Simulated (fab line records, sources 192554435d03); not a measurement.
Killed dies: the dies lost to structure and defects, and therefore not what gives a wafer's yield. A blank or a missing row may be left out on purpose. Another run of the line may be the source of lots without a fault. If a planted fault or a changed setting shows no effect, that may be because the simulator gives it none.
fab line records	flow n5-finfet
[record] lots = 4	wafers = 12	last-day = 17
route steps=1938 shown BEOL_M9@1437 BEOL_M10@1470 BEOL_M15@1830 PASSIVATION@1936
lots untouched by any fault: they come from a run of this same line in which no faults occurred
start-h: the number of hours between the record's first day and the start of the first shown wafer of the lot	wait-h: hours from the lot's prior step to this one	" as in the row above	L1.1+2: a single row standing in for several wafers	- no value present, or no start provided	* or withheld: withheld	< > ~ a bound
route shown NAME@n: names a module that has steps shown in the file, with the first one's number in the route	usual: average and standard deviation across the fault-free wafers	same: alike in all rows	chamber/n: place in a boat	sites: readings site by site	_std_site: their standard deviation	_edge_site: outer sites' mean less inner sites'	radius-mm: for every site, how far away it sits from the centre of the wafer	mask NAME#n: copy n	behind: the last tool/chamber to shape the wafer	hold: why the lot was held/for how many hours/how that ended	device: names the non-switching transistor (n, p or np)	end of line: the tests these same wafers got at the end of their route	a step with no rows: only its recipe	killed: the dies lost at the first sort to structure and to defects; this is not the yield of the wafer	map: per-die view of a wafer (x killed, . not killed, _ where there is no die)
set.NAME: the setting as run; set.NAME@STEP: as run at that earlier step	model.NAME: the simulator's own value behind a step, which no gauge read
lots seen at some steps along the route; tables by step, rows by wafer
services: when a tool's chamber went out of use (start-h, in hours from the record's first day, below 0 if earlier), for how many hours, and the reason
[[steps]]
[step N5_BEOL_M9_DESCUM_33]
[recipe] chemistry = O2	time-s = 7	source-power-w = 50	bias-power-w = 20	pressure-mtorr = 20	rf-frequency-hz = 2.712e+07	temp-c = 40	resist = CAR-EUV	o2-flow-sccm = 225
[step N5_BEOL_M9_ETCH_76]
[recipe] chemistry = N2/H2	target = underlayer	target-depth-a = 65	mask-material = CAR-EUV	time-s = 5.2	ion-energy-ev = 200	pressure-mtorr = 30	source-w = 840	bias-w = 150	n2-flow-sccm = 200	h2-flow-sccm = 200	ends = cleared
[step N5_BEOL_M9_ETCH_65]
[recipe] chemistry = CF4	target = SiARC	target-depth-a = 156	mask-material = CAR-EUV	time-s = 26	ion-energy-ev = 80	pressure-mtorr = 40	source-w = 545	bias-w = 36	Ar_flow_sccm = 100	cf4-flow-sccm = 100	ends = cleared
[step N5_BEOL_M9_ETCH_66]
[recipe] chemistry = N2/H2	target = SOC	target-depth-a = 800	overetch-a = 160	mask-material = SiARC	temp-c = 40	time-s = 120	ion-energy-ev = 200	pressure-mtorr = 30	source-w = 840	bias-w = 150	n2-flow-sccm = 200	h2-flow-sccm = 200
[step N5_BEOL_M9_STRIP_69]
[recipe] chemistry = N2/H2	temp-c = 40	n2-flow-sccm = 200	h2-flow-sccm = 200	rf-frequency-hz = 6e+07
[step N5_BEOL_M9_STRIP_77]
[recipe] chemistry = N2/H2	temp-c = 40	n2-flow-sccm = 200	h2-flow-sccm = 200	rf-frequency-hz = 6e+07
[step N5_BEOL_M9_VIA_ETCH_34]
[recipe] chemistry = C4F6/O2	target = SiCOH_lowk	target-depth-a = 1824	mask-material = SOC	taper-deg = 4	time-s = 68.4	ion-energy-ev = 250	pressure-mtorr = 30	source-w = 345	bias-w = 185	Ar_flow_sccm = 300	C4F6_flow_sccm = 10	O2_flow_sccm = 10
[step N5_BEOL_M9_STRIP_73]
[recipe] chemistry = C4F6/O2	resist = SiARC	rf-frequency-hz = 6e+07
[step N5_BEOL_M9_STRIP_36]
[recipe] chemistry = N2/H2	power-w = 450	temp-c = 40	pressure-mtorr = 20	rf-frequency-hz = 6e+07	overash-fraction = 0.3	bias-power-w = 7	h2-frac = 0.5	n2-flow-sccm = 200	h2-flow-sccm = 200
[step N5_BEOL_M9_TRENCH_ETCH_37]
[recipe] chemistry = C4F6/O2	target-depth-a = 1514.3	target = SiCOH_lowk	time-s = 49	ion-energy-ev = 250	pressure-mtorr = 30	source-w = 345	bias-w = 185	Ar_flow_sccm = 300	C4F6_flow_sccm = 10	O2_flow_sccm = 10
[usual] drypump-motor-current-A = 5.6/0.45	oes_ar_750_au = 0.76/0.087	oes_f_703_au = 0.76/0.087	oes_o_777_au = 0.76/0.086	oes-product-au = 0.76/0.093	rf-fwd-power-W = 341.5/1.4	rf-vpp-V = 665/14	showerhead-plenum-p-Torr = 2.85/0.072	throttle-valve-pct = 20.98/0.19
lot.wafer	tool	chamber	start-h	wait-h	drypump-motor-current-A	oes_ar_750_au	oes_f_703_au	oes_o_777_au	oes-product-au	rf-fwd-power-W	rf-hours-counter-h	rf-vpp-V	showerhead-plenum-p-Torr	throttle-valve-pct	model.etch.depth-nm	model.BEOL_M9.feature-depth-nm
L799.2	rie-diel-04	0	261.35	-	6.1	0.72	0.73	0.73	0.72	341.2	211	678	2.84	21.08	155	155
L799.3	"	1	"	"	5.5	0.77	0.77	0.78	0.76	341.7	135	645	2.84	21.23	148.5	148.4
L799.5	"	3	"	"	5.0	0.97	0.97	0.98	0.99	342.7	-	649	2.81	20.81	155.1	155.2
L810.4	rie-diel-04	3	329.07	-	5.0	1.03	1.19	1.16	0.97	425.6	-	582	2.80	20.86	166.8	166.8
L810.5	"	2	"	"	6.5	1.04	1.17	1.12	0.97	422.3	-	611	3.03	20.62	165.9	165.8
L810.6	"	3	"	"	5.0	1.04	1.18	1.15	0.98	426.6	-	582	2.80	20.87	167.4	167.4
L813.1	rie-diel-04	3	336.12	-	5.0	1.02	1.18	1.15	0.97	425.6	19	583	2.80	20.88	165.2	165.2
L813.5	"	0	"	"	6.1	0.80	0.91	0.89	0.74	424.1	-	608	2.82	21.14	166.9	167
L813.6	"	1	"	"	5.5	0.84	0.97	0.94	0.77	422.9	-	579	2.83	21.28	159.6	159.6
L812.1	rie-diel-05	1	349.83	-	5.5	0.67	0.66	0.66	0.67	337.3	234	654	2.79	20.99	143.6	143.6
L812.3	"	3	"	"	5.8	0.72	0.72	0.71	0.71	342.7	213	676	2.80	21.02	149.7	149.6
L812.6	"	2	"	"	5.3	0.69	0.69	0.71	0.68	343.5	-	647	2.82	20.91	147.5	147.6
[step N5_BEOL_M9_ETCH_41]
[recipe] chemistry = CH3F/O2	target = SiCN	target-depth-a = 366	taper-deg = 2	time-s = 70.1	ion-energy-ev = 120	mask-material = TiN	pressure-mtorr = 30	source-w = 395	bias-w = 75	Ar_flow_sccm = 150	CH3F_flow_sccm = 30	O2_flow_sccm = 20
[step N5_BEOL_M9_STRIP_80]
[recipe] chemistry = N2/H2	time-s = 10	power-w = 450	temp-c = 40	pressure-mtorr = 20	rf-frequency-hz = 6e+07	bias-power-w = 7	n2-flow-sccm = 200	h2-flow-sccm = 200
[step N5_BEOL_M9_OCD_MEAS_38]
[usual] trench-depth-nm = 150/3.6
lot.wafer	tool	chamber	start-h	wait-h	trench-depth-nm
L799.2	ocd-02	-	261.53	-	155
L799.3	"	-	"	"	148
L799.5	"	-	"	"	155
L810.4	ocd-01	-	329.30	-	167
L810.5	"	-	"	"	166
L810.6	"	-	"	"	167
L813.1	ocd-02	-	336.29	-	165
L813.5	"	-	"	"	167
L813.6	"	-	"	"	158
L812.1	ocd-02	-	350.01	-	144
L812.3	"	-	"	"	150
L812.6	"	-	"	"	147
[step N5_BEOL_M9_HM_STRIP_39]
[recipe] chemistry = peroxide-tin-strip	material = TiN	target-depth-a = 250	temp-c = 50	time-s = 158
[step N5_BEOL_M9_SRD_40]
[recipe] time-s = 30	temp-c = 23	rinse-liquid = diw	dry = ipa-marangoni
[step N5_BEOL_M9_PRECLEAN_42]
[recipe] chemistry = residue-remover	time-s = 60	temp-c = 40
[step N5_BEOL_M9_SRD_43]
[recipe] time-s = 30	temp-c = 23	rinse-liquid = diw	dry = ipa-marangoni
[step N5_BEOL_M9_CURE_72]
[recipe] temp-c = 370	time-s = 120	ambient = DMADMS/He	material = SiCOH_lowk
[step N5_BEOL_M9_DEGAS_44]
[recipe] ambient = vacuum	temp-c = 250	time-s = 60
[step N5_BEOL_M9_PRE_CLEAN_45]
[recipe] gas = H2/He	time-s = 30	temp-c = 250
[step N5_BEOL_M9_ALD_74]
[recipe] material = TaN	target-thk-a = 20	temp-c = 275	ald-precursor-family = PDMAT	ald-co-reactant = NH3	pressure-torr = 3	carrier-flow-sccm = 1500	pulse-time-s = 2	purge-time-s = 3	co-reactant-purge-time-s = 2	co-reactant-pulse-time-s = 3	ald-cycles = 40	precursor-vessel-temp-c = 75	precursor-vessel-pressure-torr = 26.25	precursor-vessel-carrier-sccm = 1000
[step N5_BEOL_M9_SURFACE_TREAT_79]
[recipe] gas = Ar	time-s = *	ion-energy-ev = *	ion-current-ma-cm2 = 0.5	pressure-mtorr = *	ar-flow-sccm = 30
[step N5_BEOL_M9_CVD_78]
[recipe] material = Co	target-thk-a = 20	temp-c = withheld	precursor = CCTBA/H2	pressure-torr = 30	time-s = 138.9
[step N5_BEOL_M9_SPUTTER_48]
[recipe] material = Cu	target-thk-a = 120	temp-c = -20	bias-v = 60	power-w = 26000	chamber-pressure-pa = 0.13	time-s = 2
[step N5_BEOL_M9_ECD_50]
[recipe] material = Cu	target-thk-a = 3180
[step N5_BEOL_M9_ANNEAL_51]
[recipe] temp-c = 225	time-s = 90	ambient = N2
[step N5_BEOL_M9_CMP_52]
[recipe] stop-on = SiCOH_lowk	t-overpolish-s = 7	down-force-psi = 1	platen-rpm = 50	clearing-platen-down-force-psi = 1.5	clearing-platen-rpm = 50	post-cmp-clean = cu-alkaline	target-thk-nm = 140	clearing-platen-pad-velocity-m-s = 0.99484	pad-velocity-m-s = 0.99484
[usual] barrier-field-endpoint-s = 28.8/0.64	motor-current-A = 5.9/0.48	overpolish-run-s = 7.001/0.0083	pad-life-wafers = 1087/570	retaining-ring-pressure-frac = 1.000/0.0047	time-to-endpoint-s = 65/3.3
lot.wafer	tool	chamber	start-h	wait-h	barrier-field-endpoint-s	motor-current-A	overpolish-run-s	pad-life-wafers	retaining-ring-pressure-frac	time-to-endpoint-s	model.Cu_of_BEOL_M9_ECD_50.thk-nm
L799.2	cmp-03	0	263.35	0.2	28.1	5.2	6.996	1722	0.998	64	143.2
L799.3	"	2	"	"	28.5	6.5	6.993	1724	1.000	62	136.8
L799.5	"	0	"	"	28.8	5.3	7.007	-	0.996	65	144.8
L810.4	cmp-02	1	332.88	0.2	28.4	6.0	6.985	1268	1.001	64	156.6
L810.5	"	3	"	"	28.7	5.7	7.014	-	0.999	61	153.2
L810.6	"	0	"	"	29.4	5.2	7.014	-	0.998	66	155.6
L813.1	cmp-03	1	338.19	0.4	29.1	6.1	7.006	159	0.998	71	154.6
L813.6	"	2	"	"	28.8	6.5	6.995	-	0.999	69	148
L813.5	"	3	"	"	29.7	6.1	6.995	-	1.005	68	156.6
L812.3	cmp-01	1	353.74	0.2	28.6	5.3	7.006	1068	0.994	65	138.2
L812.1	"	3	"	"	29.9	6.5	6.998	1070	0.993	73	134
L812.6	"	2	"	"	27.9	6.1	6.999	-	1.002	64	134.6
[step N5_BEOL_M9_THK_MEAS_53]
[recipe] thk-meas-gauge = xrf	reads = Cu_of_BEOL_M9_ECD_50
[usual] M9_THK = 138/3.9
lot.wafer	tool	chamber	start-h	wait-h	M9_THK[nm]
L799.2	film-metro-01	-	263.64	-	141
L799.3	"	-	"	"	135
L799.5	"	-	"	"	143
L810.4	film-metro-01	-	333.10	-	155
L810.5	"	-	"	"	152
L810.6	"	-	"	"	154
L813.1	film-metro-01	-	338.37	-	153
L813.5	"	-	"	"	155
L813.6	"	-	"	"	146
L812.1	film-metro-01	-	354.03	-	134
L812.3	"	-	"	"	138
L812.6	"	-	"	"	134
[step N5_BEOL_M9_PRE_CLEAN_55]
[recipe] gas = NH3	time-s = 15	temp-c = withheld	rf-power-w = 300
[step N5_BEOL_M9_DEP_56]
[recipe] material = SiCN	target-thk-a = 150	temp-c = withheld	precursor = 3MS/NH3	pressure-torr = 3	rf-w = 202	time-s = 26.5
[step N5_BEOL_M9_RS_MEAS_57]
[recipe] thk-meas-gauge = four-point-probe	reads = Cu_of_BEOL_M9_ECD_50+Co_of_BEOL_M9_CVD_78+TaN_of_BEOL_M9_ALD_74
[usual] M9_RS = 0.153/0.0047
lot.wafer	tool	chamber	start-h	wait-h	M9_RS[ohm/sq]
L799.2	film-metro-02	-	263.78	0.1	0.148
L799.3	"	-	"	"	0.155
L799.5	"	-	"	"	0.145
L810.4	film-metro-01	-	333.24	0.0	0.134
L810.5	"	-	"	"	0.137
L810.6	"	-	"	"	0.135
L813.1	film-metro-02	-	338.53	0.1	0.135
L813.5	"	-	"	"	0.134
L813.6	"	-	"	"	0.142
L812.1	film-metro-02	-	354.17	0.1	0.159
L812.3	"	-	"	"	0.153
L812.6	"	-	"	"	0.158
[step N5_BEOL_M10_ILD_DEP_00]
[recipe] material = SiCOH_lowk	target-thk-a = 3085.1	temp-c = 300	precursor = DEMS/porogen	pressure-torr = 5	rf-w = 500	time-s = 58
[step N5_BEOL_M10_CURE_71]
[recipe] temp-c = 385	time-s = 240	ambient = He/Ar	material = SiCOH_lowk
[step N5_BEOL_M10_PECVD_70]
[recipe] material = SiO2	target-thk-a = 200	temp-c = 400	precursor = TEOS/O2	pressure-torr = 5.5	rf-w = 450	teos-flow-sccm = 53.8	gas = O2	flow-sccm = 3000	time-s = 22.7
[step N5_BEOL_M10_HM_DEP_02]
[recipe] material = TiN	target-thk-a = 200	temp-c = 25	chamber-pressure-pa = 0.49996
[step N5_BEOL_M10_COAT_59]
[recipe] resist = SOC	temp-c = 250	time-s = 60	spin-rpm = 1500	resist-thk-nm = 100
[step N5_BEOL_M15_RC_MEAS_101]
[usual] COMB_M10 = 1.39e-11/3e-12	COMB_M11 = 1.5e-11/3.3e-12	COMB_M12 = 6.2e-12/1.3e-12	COMB_M12_max_site = 9.1e-12/2.3e-12	COMB_M13 = 4.6e-12/1e-12	COMB_M14 = 3.7e-12/8.7e-13	COMB_M15 = 2.3e-12/6.9e-13	COMB_M5 = 3.6e-11/6.7e-12	COMB_M6 = 2.6e-11/5e-12	COMB_M7 = 2.5e-11/5.6e-12	COMB_M8 = 2.6e-11/4.6e-12	COMB_M9 = 1.42e-11/2.8e-12	SERP_M10 = 3.07/0.099	SERP_M10_max_site = 3.15/0.11	SERP_M11 = 3.09/0.11	SERP_M12 = 0.632/0.018	SERP_M13 = 0.308/0.005	SERP_M13_max_site = 0.311/0.0053	SERP_M14 = 0.160/0.0047	SERP_M5 = 38.9/1.6	SERP_M6 = 14.2/0.59	SERP_M7 = 14.0/0.59	SERP_M8 = 13.7/0.54	SERP_M9 = 3.11/0.11	SERP_M9_max_site = 3.21/0.12
lot.wafer	tool	chamber	start-h	wait-h	COMB_M10[S/m]	COMB_M11[S/m]	COMB_M12[S/m]	COMB_M12_max_site[S/m]	COMB_M13[S/m]	COMB_M14[S/m]	COMB_M15[S/m]	COMB_M5[S/m]	COMB_M6[S/m]	COMB_M7[S/m]	COMB_M8[S/m]	COMB_M9[S/m]	SERP_M10[ohm/um]	SERP_M10_max_site[ohm/um]	SERP_M11[ohm/um]	SERP_M12[ohm/um]	SERP_M13[ohm/um]	SERP_M13_max_site[ohm/um]	SERP_M14[ohm/um]	SERP_M5[ohm/um]	SERP_M6[ohm/um]	SERP_M7[ohm/um]	SERP_M8[ohm/um]	SERP_M9[ohm/um]	SERP_M9_max_site[ohm/um]
L799.2	prober-01	0	303.68	0.2	1.26e-11	1.1e-11	6.8e-12	8.1e-12	5.5e-12	3.3e-12	2.4e-12	2.9e-11	2.6e-11	2.1e-11	1.6e-11	1.35e-11	3.13	3.20	2.97	0.629	0.302	0.303	0.163	38.4	14.0	14.8	12.9	2.97	3.13
L799.3	"	0	"	"	1.02e-11	1e-11	7.2e-12	9.8e-12	5.2e-12	3.2e-12	2.9e-12	3.1e-11	2.9e-11	1.6e-11	2.1e-11	1.39e-11	3.00	3.05	3.08	0.626	0.314	0.316	0.166	38.4	14.1	13.8	14.0	3.22	3.29
L799.5	"	0	"	"	1.54e-11	1.2e-11	6.8e-12	1.02e-11	4.3e-12	3.9e-12	3.4e-12	3.9e-11	2.6e-11	2.5e-11	2.3e-11	1.21e-11	3.18	3.32	2.95	0.630	0.307	0.309	0.163	36.9	14.1	14.8	13.7	2.89	3.06
L810.4	prober-02	0	382.11	0.5	1.23e-11	8e-12	6.7e-12	1e-11	4e-12	3.5e-12	1.5e-12	4.2e-11	3.3e-11	2.3e-11	2.8e-11	1.1e-11	3.04	3.12	3.14	0.645	0.304	0.306	0.165	38.2	13.6	14.4	13.3	2.72	2.82
L810.5	"	0	"	"	1.51e-11	1.3e-11	4.9e-12	8.3e-12	3.3e-12	3e-12	2e-12	4.1e-11	2.6e-11	4e-11	2.3e-11	1.29e-11	3.05	3.09	3.16	0.634	0.299	0.303	0.164	37.9	14.2	13.9	13.5	2.76	2.87
L810.6	"	0	"	"	2.28e-11	1.5e-11	4.3e-12	6.6e-12	4e-12	3.5e-12	1.7e-12	4.4e-11	2.7e-11	2.2e-11	3.1e-11	1.43e-11	2.93	3.00	3.16	0.628	0.304	0.308	0.155	42.1	14.2	13.9	12.8	2.75	2.95
L813.1	prober-01	0	382.17	0.3	1.65e-11	1.6e-11	6.7e-12	8.6e-12	3.7e-12	4.1e-12	2.4e-12	5.2e-11	2.1e-11	2.1e-11	2.3e-11	1.31e-11	3.06	3.15	2.93	0.612	0.302	0.304	0.154	39.3	13.9	14.2	13.7	2.67	2.89
L813.5	"	0	"	"	1.34e-11	1.5e-11	6.3e-12	1.03e-11	5.6e-12	6.2e-12	2.4e-12	3.8e-11	1.9e-11	2.8e-11	2.4e-11	1.04e-11	3.00	3.06	3.00	0.614	0.301	0.303	0.162	41.1	14.4	15.1	13.6	2.62	2.78
L813.6	"	0	"	"	1.26e-11	1.4e-11	7e-12	8.2e-12	5.3e-12	4.5e-12	2.8e-12	4.1e-11	1.8e-11	2.2e-11	2.8e-11	1.64e-11	3.08	3.13	3.09	0.621	0.307	0.307	0.167	40.6	14.1	14.3	13.2	2.84	2.95
L812.1	prober-01	0	391.11	0.0	1.77e-11	1.3e-11	5.2e-12	6.4e-12	4.6e-12	3.8e-12	2.5e-12	4e-11	1.8e-11	2e-11	2.2e-11	1.58e-11	3.18	3.21	3.27	0.631	0.302	0.305	0.154	37.9	13.9	12.5	14.2	3.23	3.52
L812.3	"	0	"	"	1.52e-11	1.6e-11	6.1e-12	1.01e-11	4.9e-12	6e-12	2.8e-12	3.3e-11	2.1e-11	2.8e-11	2.5e-11	1.18e-11	3.07	3.14	3.18	0.623	0.304	0.306	0.154	41.4	13.7	14.4	14.3	3.18	3.22
L812.6	"	0	"	"	1.21e-11	1.6e-11	5.6e-12	9e-12	5.1e-12	4.4e-12	2.6e-12	4.1e-11	2.1e-11	2.4e-11	2.4e-11	1.21e-11	3.18	3.24	3.20	0.626	0.303	0.305	0.165	40.3	15.0	13.4	13.7	3.24	3.37
// sites SERP_M9 radius-mm=0,75,75,75,75,140,140,140,140
L799.2 2.89 2.97 2.94 2.91 2.90 3.13 3.11 3.11 3.07
L810.4 2.64 2.71 2.76 2.67 2.70 2.72 2.82 2.72 2.74
L813.1 2.60 2.65 2.67 2.64 2.66 2.77 2.89 2.82 2.82
L812.1 3.13 3.19 3.16 3.21 3.23 3.43 3.41 3.42 3.52
[step N5_PASSIVATION_PROBE_49]
[usual] defect-limited-yield = 91.4/1.3	killed_at_M0_to_M3 = 34/10	killed_at_M4_up = 14/5.6	killed-at-contacts = 13/5.9	killed-at-front-end = 37/9.9	killed-at-other = 3.5/2.8	killed-dies = 101/15	killed-on-rim = 13/3.9	killed-open = 67/12	killed-short = 32/6.6	sort_bin_5_function = 5.0/0.81	sort_bin_6_memory = 3.2/0.66	sort-n-pass = 1079/15	sort-yield-pct = 91.4/1.3
[same] gross-dies = 1180	killed-at-back-side = 0	sort_bin_4_leakage[%] = 0	sort_bin_8_speed[%] = 0
lot.wafer	tool	chamber	start-h	wait-h	defect-limited-yield[%]	killed_at_M0_to_M3	killed_at_M4_up	killed-at-contacts	killed-at-front-end	killed-at-other	killed-dies	killed-on-rim	killed-open	killed-short	sort_bin_5_function[%]	sort_bin_6_memory[%]	sort-n-pass	sort-yield-pct[%]
L799.2	prober-01	-	316.69	0.1	92.0	24	11	12	46	1	94	11	65	28	4.7	3.1	1086	92.0
L799.3	prober-01	-	316.74	0.1	93.1	27	16	10	28	0	81	15	59	22	4.6	1.9	1099	93.1
L799.5	prober-01	-	316.84	0.2	91.4	42	22	16	21	0	101	10	69	32	5.2	3.3	1079	91.4
// killed by level:class
L799.2 STI_FIN_REVEAL:geometric-particle:open=18 MOL_CONTACT_COAG:geometric-particle:open=10 DUMMY_GATE:geometric-particle:open=6 BEOL_M1:geometric-particle:open=6 BEOL_M0_SAQP:geometric-particle:short=5 BEOL_M4:geometric-particle:open=5 STI_FIN_REVEAL:geometric-particle:short=4 BEOL_M0_SAQP:geometric-particle:open=4
L799.3 BEOL_M4:geometric-particle:open=12 BEOL_M1:geometric-particle:open=11 MOL_CONTACT_COAG:geometric-particle:open=8 BEOL_M1:geometric-particle:short=5 FIN_SAQP:geometric-particle:open=4 FIN_SAQP:geometric-particle:short=4 GATE_CUT:geometric-particle:open=4 BEOL_M2:geometric-particle:open=4
L799.5 BEOL_M4:geometric-particle:open=18 MOL_CONTACT_COAG:geometric-particle:open=10 BEOL_M1:geometric-particle:open=10 BEOL_M0_SAQP:geometric-particle:short=7 BEOL_M1:geometric-particle:short=7 MOL_CONTACT_COAG:geometric-particle:short=6 BEOL_M2:geometric-particle:open=6 GATE_CUT:geometric-particle:short=5
[[services]]
tool	chamber	start-h	hours	kind
rie-diel-04	2	254.91	-	clean
rie-diel-04	2	254.91	-	consumable-replace:focus-ring
rie-diel-04	2	254.91	-	consumable-replace:showerhead
rie-diel-04	2	254.91	16.8	scheduled-down
rie-diel-04	2	254.91	16.8	vent-cycle
rie-diel-04	3	285.00	27.2	repair
cmp-01	-	291.99	1.7	repair
cmp-03	-	311.97	4.0	pm
cmp-03	-	315.97	-	consumable-replace:conditioner
cmp-03	-	315.97	-	consumable-replace:pad
rie-diel-04	0	322.48	6.7	repair
cmp-03	-	324.02	4.8	pm
cmp-02	-	337.85	1.1	repair
cmp-01	-	340.13	7.8	pm
cmp-02	-	344.61	0.6	repair
rie-diel-04	-	351.21	1.5	repair
[[key]]
[first-sign] step = N5_BEOL_M9_TRENCH_ETCH_37	reading = rf-fwd-power-W	direction = up	sigmas = 59	usual = *	struck = *
[effect] step = N5_BEOL_M9_TRENCH_ETCH_37	reading = rf-vpp-V	direction = down	sigmas = 5.3	usual = 665	struck = 591
[effect] step = N5_BEOL_M9_OCD_MEAS_38	reading = trench-depth-nm	direction = up	sigmas = 4.1	usual = 150	struck = 165
[effect] step = N5_BEOL_M9_THK_MEAS_53	reading = M9_THK	direction = up	sigmas = 3.6	usual = 138	struck = 152
[effect] step = N5_BEOL_M9_RS_MEAS_57	reading = M9_RS	direction = down	sigmas = 3.5	usual = 0.153	struck = 0.136
[effect] step = N5_BEOL_M15_RC_MEAS_101	reading = SERP_M9	direction = down	sigmas = 3.4	usual = 3.11	struck = 2.72
[model-effect] step = N5_BEOL_M9_TRENCH_ETCH_37	value = etch.depth-nm	without = 152	struck = 165.3
[model-effect] step = N5_BEOL_M9_CMP_52	value = Cu_of_BEOL_M9_ECD_50.thk-nm	without = 140.9	struck = 154.1
met-at N5_BEOL_M9_TRENCH_ETCH_37
struck-wafers L810.4,L810.5,L810.6,L813.1,L813.5,L813.6
onset-between 261.35 329.07
[fault] kind = process-parameter-drift	tool = rie-diel-04	chamber = -	onset-h = 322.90	steps = N5_BEOL_M9_TRENCH_ETCH_37	channel = source-w	offset = 82.8	shape = step	end-h = 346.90	acts-in = these-recipes-only	stated = 345
